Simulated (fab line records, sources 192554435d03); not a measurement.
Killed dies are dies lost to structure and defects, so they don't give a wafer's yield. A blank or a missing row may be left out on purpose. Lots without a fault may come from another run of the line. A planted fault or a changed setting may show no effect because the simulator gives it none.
fab line records | flow n5_finfet | part 1 of 2: steps 1 to 15 of 16
record lots=7 wafers=21 last_day=21
route steps=1938 shown DUMMY_GATE@239 BEOL_M4@1111 PASSIVATION@1936
lots that met no fault: from a run of the same line without faults
start_h: hours from the record's first day to the start of the lot's first wafer shown | wait_h: hours since the lot's step before | " the same as in the row above | L1.1+2: a row that stands for several wafers | - no value, or no start given | * or withheld: withheld | < > ~ a bound
route shown NAME@n: a module of which the file shows steps, and the number in the route of the first | usual: mean/standard deviation of fault-free wafers | same: alike in all rows | chamber/n: place in a boat | sites: the reading at each site | _std_site: their standard deviation | _edge_site: outer sites' mean less inner sites' | radius_mm: how far each site lies from the wafer's centre | mask NAME#n: copy n | behind: the tool/chamber that last shaped the wafer | hold: why the lot was held/for how many hours/how that ended | device: the transistor (n, p or np) that didn't switch | end of line: the same wafers' tests at the end of the route | a step without rows: its recipe alone | killed: dies lost to structure and defects at the first sort, not the wafer's yield | map: a wafer's dies, x killed, . not, _ none there
set.NAME: the setting as run; set.NAME@STEP: as run at that earlier step | model.NAME: the simulator's own value behind a step, which no gauge read
lots at some steps of the route; a table a step, a row a wafer
services: from which hour (start_h, from the record's first day; less than 0 if before it) a tool's chamber was out of use, for how many hours, and why
## steps
# step N5_DUMMY_GATE_STRIP_39
# recipe chemistry=N2/H2 temp_c=40 n2_flow_sccm=200 h2_flow_sccm=200 rf_frequency_hz=6e+07
# step N5_DUMMY_GATE_TRIM_49
# recipe chemistry=O2 resist=SOC time_s=29 target_cd_nm=14 source_power_w=300 bias_power_w=0 O2_flow_sccm=100 temp_c=20
# step N5_DUMMY_GATE_STRIP_40
# recipe chemistry=CF4 resist=SiARC power_w=300 bias_power_w=75 pressure_mtorr=50 cf4_flow_sccm=150 rf_frequency_hz=6e+07
# step N5_DUMMY_GATE_CD_MEAS_50
# recipe target_cd_nm=14
# usual cd_nm=14.2/0.55
# columns lot.wafer tool chamber start_h wait_h cd_nm
L789.1 cd_sem-01 - 64.01 0.0 14.3
L789.4 " - " " 14.6
L789.6 " - " " 14.3
L794.1 cd_sem-02 - 93.66 0.0 14.9
L794.2 " - " " 13.5
L794.5 " - " " 13.2
L804.1 cd_sem-01 - 155.09 0.0 14.9
L804.4 " - " " 13.5
L804.6 " - " " 14.7
L805.1 cd_sem-02 - 161.02 0.0 14.2
L805.4 " - " " 14.9
L805.5 " - " " 14.7
L806.1 cd_sem-01 - 168.95 0.0 14.2
L806.5 " - " " 13.9
L806.6 " - " " 13.7
L808.3 cd_sem-02 - 179.19 0.0 15.2
L808.4 " - " " 15.0
L808.6 " - " " 14.6
L809.1 cd_sem-01 - 185.35 0.0 14.6
L809.2 " - " " 13.2
L809.3 " - " " 13.3
# step N5_DUMMY_GATE_ETCH_31
# recipe chemistry=C4F6/O2 target=SiO2 mask_material=SOC target_depth_a=825 time_s=27.5 ion_energy_ev=250 pressure_mtorr=30 source_w=345 bias_w=185 Ar_flow_sccm=300 C4F6_flow_sccm=10 O2_flow_sccm=10
# usual drypump_motor_current_A=5.6/0.42 oes_o_777_au=0.76/0.055 oes_product_au=0.77/0.052 rf_vpp_V=674/18 showerhead_plenum_p_Torr=2.87/0.11 throttle_valve_pct=21.18/0.22
# same time_s=27.5
# columns lot.wafer tool chamber start_h wait_h drypump_motor_current_A oes_o_777_au oes_product_au rf_hours_counter_h rf_vpp_V showerhead_plenum_p_Torr throttle_valve_pct
L789.1 rie_diel-02 0 64.06 0.0 4.8 0.71 0.72 204 678 2.69 21.50
L789.4 " 2 " " 5.0 0.73 0.74 186 659 2.92 21.02
L789.6 " 3 " " 5.7 0.83 0.87 - 716 2.76 21.27
L794.1 rie_diel-05 1 93.71 0.0 5.6 0.70 0.73 178 650 2.96 21.36
L794.2 " 2 " " 6.2 0.82 0.80 102 656 3.01 21.10
L794.5 " 3 " " 5.8 0.80 0.76 - 667 2.73 21.00
L804.1 rie_diel-05 1 155.14 0.0 5.6 0.70 0.72 188 648 2.96 21.38
L804.4 " 3 " " 5.8 0.79 0.74 158 667 2.73 21.01
L804.6 " 2 " " 6.2 0.81 0.80 - 657 3.00 21.13
L805.1 rie_diel-06 2 161.07 0.0 5.5 0.69 0.72 206 656 2.85 21.21
L805.4 " 0 " " 5.8 0.74 0.79 - 684 2.86 21.34
L805.5 " 1 " " 5.6 0.86 0.84 - 675 2.97 20.70
L806.1 rie_diel-02 0 169.02 0.1 4.9 0.69 0.70 231 677 2.68 21.54
L806.5 " 2 " " 5.0 0.71 0.71 - 659 2.91 21.04
L806.6 " 3 " " 5.7 0.80 0.84 - 717 2.74 21.29
L808.3 rie_diel-05 1 179.32 0.1 5.5 0.69 0.72 198 648 2.95 21.38
L808.4 " 3 " " 5.7 0.78 0.73 168 667 2.72 21.01
L808.6 " 2 " " 6.1 0.80 0.79 - 656 3.00 21.15
L809.1 rie_diel-05 0 185.40 0.1 5.0 0.70 0.73 173 689 2.71 21.23
L809.2 " 2 " " 6.2 0.81 0.79 125 656 3.00 21.15
L809.3 " 1 " " 5.6 0.69 0.71 202 649 2.95 21.41
# step N5_DUMMY_GATE_STRIP_41
# recipe chemistry=O2 power_w=400 temp_c=40 pressure_mtorr=30 rf_frequency_hz=6e+07 bias_power_w=0 overash_fraction=0.3 o2_flow_sccm=225
# usual chamber_pressure_mTorr=30.003/0.028 drypump_motor_current_A=5.6/0.42 oes_product_au=0.77/0.059 rf_vpp_V=3.6/0.51 showerhead_plenum_p_Torr=2.11/0.083 throttle_valve_pct=16.66/0.19
# same bias_power_w=0
# columns lot.wafer tool chamber start_h wait_h chamber_pressure_mTorr drypump_motor_current_A oes_product_au rf_hours_counter_h rf_vpp_V showerhead_plenum_p_Torr throttle_valve_pct
L789.1 rie_diel-02 0 64.10 0.0 29.999 4.8 0.72 204 3.2 2.00 17.16
L789.4 " 2 " " 30.009 5.0 0.75 186 2.7 2.18 16.72
L789.6 " 3 " " 29.975 5.7 0.89 - 4.0 2.03 16.77
L794.1 rie_diel-05 1 93.75 0.0 30.021 5.5 0.74 178 3.4 2.14 16.63
L794.2 " 2 " " 29.982 6.1 0.81 102 3.4 2.20 16.48
L794.5 " 3 " " 30.022 5.7 0.74 - 3.7 2.00 16.49
L804.1 rie_diel-05 1 155.18 0.0 30.018 5.6 0.73 188 3.7 2.14 16.67
L804.4 " 3 " " 29.977 5.7 0.73 158 3.4 2.00 16.52
L804.6 " 2 " " 30.010 6.1 0.80 - 3.4 2.20 16.50
L805.1 rie_diel-06 2 161.11 0.0 30.026 5.5 0.71 206 4.0 2.06 16.55
L805.4 " 0 " " 30.026 5.8 0.80 - 4.5 2.08 16.68
L805.5 " 1 " " 30.020 5.5 0.81 - 3.2 2.22 16.40
L806.1 rie_diel-02 0 169.06 0.0 30.037 4.8 0.70 231 3.5 1.99 17.22
L806.5 " 2 " " 29.981 5.0 0.72 - 4.3 2.17 16.75
L806.6 " 3 " " 30.037 5.7 0.85 - 3.7 2.02 16.82
L808.3 rie_diel-05 0 179.37 0.0 30.010 5.0 0.72 169 3.9 2.01 16.83
L808.4 " 1 " " 30.014 5.6 0.72 198 3.8 2.13 16.67
L808.6 " 0 " " 30.015 5.0 0.72 - 4.8 2.01 16.83
L809.1 rie_diel-05 0 185.45 0.0 30.027 5.0 0.73 173 4.3 2.01 16.84
L809.2 " 2 " " 29.986 6.1 0.78 125 3.5 2.19 16.52
L809.3 " 1 " " 30.004 5.5 0.72 202 4.1 2.13 16.68
# step N5_DUMMY_GATE_HM_OPEN_21
# recipe chemistry=CH3F/O2 target=SiNx target_depth_a=1200 Ar_flow_sccm=150 CH3F_flow_sccm=30 O2_flow_sccm=23 time_s=171.4 pressure_mtorr=30 source_w=395 bias_w=73 ion_energy_ev=120.7
# usual drypump_motor_current_A=5.6/0.42 oes_o_777_au=0.76/0.054 oes_product_au=0.77/0.052 rf_vpp_V=303/8.2 showerhead_plenum_p_Torr=2.04/0.08 throttle_valve_pct=16.49/0.21
# same time_s=171.4
# columns lot.wafer tool chamber start_h wait_h drypump_motor_current_A oes_o_777_au oes_product_au rf_hours_counter_h rf_vpp_V showerhead_plenum_p_Torr throttle_valve_pct
L789.1 rie_diel-02 0 64.14 0.0 4.8 0.71 0.72 204 306 1.91 16.85
L789.4 " 2 " " 5.0 0.71 0.74 186 297 2.08 16.43
L789.6 " 3 " " 5.7 0.80 0.86 - 321 1.96 16.55
L794.1 rie_diel-05 1 93.79 0.0 5.6 0.73 0.74 178 292 2.10 16.64
L794.2 " 2 " " 6.1 0.81 0.81 102 295 2.14 16.36
L794.5 " 3 " " 5.8 0.79 0.76 - 300 1.93 16.34
L804.1 rie_diel-05 1 155.22 0.0 5.6 0.72 0.72 188 292 2.10 16.68
L804.4 " 3 " " 5.7 0.78 0.75 158 300 1.93 16.36
L804.6 " 2 " " 6.1 0.80 0.81 - 295 2.13 16.37
L805.1 rie_diel-06 2 161.15 0.0 5.5 0.71 0.72 206 294 2.01 16.49
L805.4 " 0 " " 5.8 0.75 0.77 - 308 2.03 16.61
L805.5 " 1 " " 5.5 0.86 0.82 - 305 2.11 16.05
L806.1 rie_diel-02 0 169.10 0.0 4.8 0.69 0.71 231 306 1.90 16.89
L806.5 " 2 " " 5.0 0.69 0.70 - 296 2.07 16.48
L806.6 " 3 " " 5.7 0.78 0.82 - 322 1.95 16.58
L808.3 rie_diel-05 0 179.41 0.0 5.0 0.70 0.73 169 311 1.93 16.57
L808.4 " 0 " " 5.0 0.70 0.73 - 311 1.93 16.56
L808.6 " 1 " " 5.6 0.71 0.72 - 291 2.09 16.67
L809.1 rie_diel-05 0 185.49 0.0 5.0 0.69 0.72 173 311 1.93 16.57
L809.2 " 2 " " 6.1 0.79 0.78 125 296 2.13 16.39
L809.3 " 1 " " 5.6 0.71 0.71 202 290 2.09 16.67
# step N5_DUMMY_GATE_ETCH_32
# recipe chemistry=CF4 target=SiO2 target_depth_a=35 time_s=3.9 ion_energy_ev=350 pressure_mtorr=10 icp_w=800 bias_w=400 cf4_flow_sccm=80
# step N5_DUMMY_GATE_ETCH_23
# recipe chemistry=HBr/Cl2/O2 HBr_flow_sccm=150 Cl2_flow_sccm=80 O2_flow_sccm=12 bias_w=102 target_depth_a=410 time_s=22.3 target=poly-Si mask_material=SiO2 pressure_mtorr=10 icp_w=800
# step N5_DUMMY_GATE_ETCH_44
# recipe chemistry=HBr/O2 over_etch_frac=0.7 target_depth_a=1275 stop_on=SiO2 ion_energy_ev=60 bias_w=20 target=poly-Si mask_material=SiO2 pressure_mtorr=20 icp_w=400 HBr_flow_sccm=120 O2_flow_sccm=10
# usual drypump_motor_current_A=5.8/0.52 oes_product_au=0.727/0.015 throttle_valve_pct=18.58/0.18
# columns lot.wafer tool chamber start_h wait_h drypump_motor_current_A oes_product_au rf_hours_counter_h throttle_valve_pct
L789.1 rie_si-02 0 64.39 0.0 6.0 0.730 180 18.64
L789.4 " 1 " " 6.1 0.724 144 18.78
L789.6 " 0 " " 6.0 0.717 - 18.66
L794.1 rie_si-05 3 94.04 0.0 5.4 0.721 76 18.50
L794.2 " 0 " " 5.0 0.701 193 18.49
L794.5 " 2 " " 5.6 0.698 - 18.93
L804.1 rie_si-05 1 155.47 0.0 5.0 0.718 32 18.29
L804.4 " 3 " " 5.4 0.730 - 18.50
L804.6 " 2 " " 5.7 0.705 - 18.96
L805.1 rie_si-04 3 161.40 0.0 5.3 0.740 148 18.38
L805.4 " 2 " " 6.4 0.719 - 18.71
L805.5 " 3 " " 5.3 0.746 - 18.38
L806.1 rie_si-02 3 169.36 0.0 6.7 0.715 33 18.44
L806.5 " 2 " " 6.1 0.748 - 18.58
L806.6 " 1 " " 6.1 0.727 - 18.78
L808.3 rie_si-05 3 179.66 0.0 5.4 0.747 78 18.50
L808.4 " 3 " " 5.4 0.745 - 18.51
L808.6 " 2 " " 5.7 0.702 - 18.94
L809.1 rie_si-02 2 185.74 0.0 6.2 0.755 2 18.57
L809.2 " 1 " " 6.1 0.727 147 18.79
L809.3 " 0 " " 6.0 0.738 182 18.65
# step N5_DUMMY_GATE_CD_MEAS_24
# recipe target_cd_nm=15
# usual cd_nm=15.2/0.6
# columns lot.wafer tool chamber start_h wait_h cd_nm
L789.1 cd_sem-02 - 64.50 0.1 15.1
L789.4 " - " " 15.4
L789.6 " - " " 14.4
L794.1 cd_sem-02 - 94.15 0.1 15.8
L794.2 " - " " 14.2
L794.5 " - " " 14.3
L804.1 cd_sem-03 - 155.58 0.1 15.7
L804.4 " - " " 14.5
L804.6 " - " " 15.5
L805.1 cd_sem-03 - 161.51 0.1 14.5
L805.4 " - " " 15.6
L805.5 " - " " 14.8
L806.1 cd_sem-01 - 169.46 0.1 15.2
L806.5 " - " " 14.6
L806.6 " - " " 14.4
L808.3 cd_sem-03 - 179.78 0.1 16.3
L808.4 " - " " 16.2
L808.6 " - " " 15.0
L809.1 cd_sem-01 - 185.85 0.1 15.3
L809.2 " - " " 14.4
L809.3 " - " " 13.9
# step N5_DUMMY_GATE_ETCH_42
# recipe chemistry=CHF3/O2 target=SiO2 target_depth_a=35 time_s=31 ion_energy_ev=30 bias_w=12 pressure_mtorr=30 source_w=600 Ar_flow_sccm=200 CHF3_flow_sccm=50 O2_flow_sccm=5
# usual drypump_motor_current_A=5.6/0.46 oes_o_777_au=0.76/0.053 oes_product_au=0.76/0.051 rf_vpp_V=42.9/1.2 showerhead_plenum_p_Torr=2.42/0.096 throttle_valve_pct=18.82/0.2
# same time_s=31
# columns lot.wafer tool chamber start_h wait_h drypump_motor_current_A oes_o_777_au oes_product_au rf_hours_counter_h rf_vpp_V showerhead_plenum_p_Torr throttle_valve_pct
L789.1 rie_diel-02 2 64.55 0.0 5.0 0.73 0.74 186 41.9 2.48 18.68
L789.4 " 3 " " 5.7 0.82 0.87 48 43.2 2.34 18.91
L789.6 " 3 " " 5.7 0.83 0.86 - 43.4 2.34 18.90
L794.1 rie_diel-05 0 94.20 0.0 5.0 0.72 0.75 148 45.6 2.31 18.87
L794.2 " 1 " " 5.6 0.71 0.74 178 40.9 2.51 18.99
L794.5 " 3 " " 5.7 0.76 0.77 - 44.1 2.32 18.69
L804.1 rie_diel-05 2 155.63 0.0 6.1 0.80 0.81 111 41.8 2.54 18.70
L804.4 " 0 " " 5.0 0.72 0.73 159 42.7 2.31 18.88
L804.6 " 0 " " 5.0 0.71 0.73 - 43.2 2.31 18.87
L805.1 rie_diel-02 1 161.62 0.1 6.4 0.82 0.82 74 43.8 2.53 18.63
L805.4 " 2 " " 5.0 0.71 0.71 207 42.0 2.47 18.75
L805.5 " 0 " " 4.8 0.71 0.71 - 43.7 2.26 19.14
L806.1 rie_diel-05 2 169.58 0.1 6.2 0.80 0.79 116 42.7 2.54 18.71
L806.5 " 3 " " 5.7 0.76 0.73 - 44.9 2.31 18.70
L806.6 " 2 " " 6.2 0.80 0.80 - 43.7 2.54 18.71
L808.3 rie_diel-05 0 179.88 0.1 5.0 0.71 0.72 170 42.0 2.30 18.90
L808.4 " 1 " " 5.6 0.70 0.72 - 41.2 2.50 19.02
L808.6 " 2 " " 6.1 0.80 0.79 - 43.1 2.53 18.72
L809.1 rie_diel-05 1 185.97 0.1 5.5 0.70 0.71 202 42.6 2.50 19.03
L809.2 " 2 " " 6.1 0.79 0.78 125 42.2 2.53 18.71
L809.3 " 0 " " 5.0 0.70 0.72 174 43.2 2.30 18.91
# step N5_DUMMY_GATE_STRIP_48
# recipe chemistry=N2/H2 time_s=20 power_w=100 temp_c=40 pressure_mtorr=100 rf_frequency_hz=6e+07 bias_power_w=3 n2_flow_sccm=300 h2_flow_sccm=300
# usual bias_power_w=3.000/0.0098 chamber_pressure_mTorr=100.01/0.099 drypump_motor_current_A=5.6/0.46 oes_product_au=0.76/0.057 rf_vpp_V=45.3/0.91 showerhead_plenum_p_Torr=3.40/0.13 throttle_valve_pct=12.31/0.24 time_s=20/0
# columns lot.wafer tool chamber start_h wait_h bias_power_w chamber_pressure_mTorr drypump_motor_current_A oes_product_au rf_hours_counter_h rf_vpp_V showerhead_plenum_p_Torr throttle_valve_pct time_s
L789.1 rie_diel-02 2 64.60 0.0 3.005 100.08 5.1 0.75 186 47.1 3.49 12.30 20
L789.4 " 3 " " 2.990 99.78 5.7 0.89 48 45.4 3.34 12.59 20
L789.6 " 3 " " 3.009 99.99 5.7 0.90 - 45.7 3.34 12.58 20
L794.1 rie_diel-05 0 94.25 0.0 2.999 100.05 5.0 0.73 148 46.3 3.23 12.22 20
L794.2 " 1 " " 3.000 100.07 5.6 0.74 178 45.4 3.52 12.43 20
L794.5 " 3 " " 2.996 99.96 5.7 0.73 - 43.5 3.25 12.14 20
L804.1 rie_diel-05 2 155.68 0.0 - - - - - - - - -
L804.4 " 0 " " - - - - - - - - -
L804.6 " 0 " " - - - - - - - - -
L805.1 rie_diel-02 1 161.67 0.0 - - - - - - - - -
L805.4 " 2 " " - - - - - - - - -
L805.5 " 0 " " - - - - - - - - -
L806.1 rie_diel-05 2 169.63 0.0 - - - - - - - - -
L806.5 " 3 " " - - - - - - - - -
L806.6 " 2 " " - - - - - - - - -
L808.3 rie_diel-05 0 179.93 0.0 2.994 99.93 5.0 0.72 170 44.9 3.22 12.27 20
L808.4 " 1 " " 3.008 100.00 5.6 0.72 - 46.7 3.50 12.50 20
L808.6 " 2 " " 3.005 99.93 6.1 0.79 - 45.2 3.56 12.33 20
L809.1 rie_diel-05 1 186.02 0.0 3.002 100.17 5.6 0.72 202 46.0 3.50 12.50 20
L809.2 " 2 " " 3.018 100.06 6.1 0.79 125 46.2 3.56 12.34 20
L809.3 " 0 " " 2.989 100.07 5.0 0.72 174 43.6 3.22 12.29 20
# step N5_DUMMY_GATE_PRECLEAN_33
# recipe chemistry=dHF time_s=10 dilution=750:1 temp_c=25
# step N5_BEOL_M4_RC_MEAS_101
# usual DIBL_N=36.1/2.3 DIBL_P=36/3.2 IOFF_N=0.16/0.045 IOFF_P=0.21/0.049 ION_N=674/14 ION_P=462/8.4 SS_N=71.6/0.83 SS_P=73.2/0.87 VT_N=249/3.8 VT_P=-250/3.4
# columns lot.wafer tool chamber start_h wait_h DIBL_N[mV/V] DIBL_P[mV/V] IOFF_N[nA/um] IOFF_P[nA/um] ION_N[uA/um] ION_P[uA/um] SS_N[mV/dec] SS_P[mV/dec] VT_N[mV] VT_P[mV]
L789.1 prober-01 0 259.92 0.0 38.4 42 0.23 0.32 695 476 71.7 74.3 243 -244
L789.4 " 0 " " 33.2 34 0.12 0.17 682 471 70.8 72.6 252 -250
L789.6 " 0 " " 40.3 43 0.27 0.34 689 469 72.4 74.6 239 -244
L794.1 prober-02 0 286.55 0.0 33.5 32 0.11 0.14 664 453 70.6 72.3 254 -257
L794.2 " 0 " " 39.3 38 0.19 0.22 673 456 73.2 73.2 249 -252
L794.5 " 0 " " 37.1 37 0.16 0.20 669 461 71.9 73.6 250 -252
L804.1 prober-02 0 355.51 0.0 32.8 31 0.12 0.17 675 467 70.1 72.3 249 -251
L804.4 " 0 " " 38.0 37 0.21 0.26 693 476 71.4 73.5 242 -247
L804.6 " 0 " " 34.9 34 0.16 0.22 682 478 70.3 73.2 245 -246
L806.1 prober-02 0 358.67 0.0 37.4 39 0.19 0.23 695 472 72.0 74.2 244 -251
L806.5 " 0 " " 40.1 41 0.24 0.29 685 475 72.7 74.1 244 -246
L806.6 " 0 " " 37.9 39 0.18 0.22 685 469 72.5 73.3 247 -252
L808.3 prober-02 0 364.75 0.3 36.8 34 0.16 0.18 681 461 70.7 73.5 247 -251
L808.4 " 0 " " 34.9 32 0.13 0.17 685 471 70.6 71.9 248 -253
L808.6 " 0 " " 39.1 36 0.19 0.20 686 461 71.7 73.6 248 -251
L805.1 prober-01 0 388.33 0.0 35.1 37 0.15 0.22 677 463 71.2 73.7 249 -249
L805.4 " 0 " " 32.4 34 0.12 0.17 653 453 70.1 72.3 256 -253
L805.5 " 0 " " 35.5 37 0.16 0.21 679 464 70.7 73.4 251 -249
L809.1 prober-01 0 393.78 0.0 34.9 36 0.14 0.20 675 466 71.4 73.1 251 -250
L809.2 " 0 " " 38.5 40 0.20 0.25 690 463 72.2 73.7 248 -248
L809.3 " 0 " " 39.8 41 0.23 0.28 678 463 73.0 74.4 249 -249
## key
first_sign step=N5_DUMMY_GATE_STRIP_48 reading=tool_record direction=missing
effect none on later readings
met_at N5_DUMMY_GATE_STRIP_48
struck_wafers L804.1,L804.4,L804.6,L805.1,L805.4,L805.5,L806.1,L806.5,L806.6
onset_between 94.25 155.68
fault kind=skipped_step_whole tool=rie_diel-02,rie_diel-05 chamber=- onset_h=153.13 steps=N5_DUMMY_GATE_STRIP_48 scope=struck_lots_only
